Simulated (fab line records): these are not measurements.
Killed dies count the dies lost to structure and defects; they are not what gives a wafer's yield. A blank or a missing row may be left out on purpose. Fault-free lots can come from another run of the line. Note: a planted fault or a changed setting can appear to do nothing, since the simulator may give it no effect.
Matching of chambers | flow n5 finfet | ald sin-02 running N5_GATE_CUT_SAC_CAP_01: 4 sister chambers
The step material SiNx, target thk 24 nm, pulse time 1 s, ald cycles 480. 4 wafers are shown with their chamber, then 9 later ones without.

## WAFERS WITH THEIR CHAMBER
wafer  | chamber | heater power w (W)
L082.2 | 1       | 724
L085.1 | 3       | 940
L085.2 | 0       | 808
L085.3 | 2       | 836

## WAFERS WHOSE CHAMBER IS MISSING
wafer  | heater power w (W)
L085.4 | 749
L085.5 | 839
L085.6 | 939
L090.2 | 830
L090.4 | 814
L090.6 | 723
L092.2 | 820
L092.4 | 926
L092.6 | 932

## EACH ONE'S CHAMBER
wafer  | from the rows above     | in truth
L085.4 | 1                       | 1
L085.5 | 2                       | 2
L085.6 | 3                       | 3
L090.2 | can't be placed: 2 or 0 | 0
L090.4 | can't be placed: 0 or 2 | 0
L090.6 | 1                       | 1
L092.2 | can't be placed: 0 or 2 | 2
L092.4 | 3                       | 3
L092.6 | 3                       | 3
Correctly placed: 6 of 9. Can't be placed from these rows: 3 (the true chamber is among the candidates in 3). Wrongly placed: 0.
How it was worked out, from the rows above alone: a wafer's distance from a chamber is the root of the sum, over the readings, of the square of ((its reading less the chamber's mean) divided by the reading's scatter). The wafer belongs to the nearest chamber; if the next one is less than 2 further off, it can't be placed. Each chamber's mean is taken over the wafers shown for it. The scatter: root of mean squared gap, hidden wafer to nearest shown wafer, with one shown wafer a chamber.
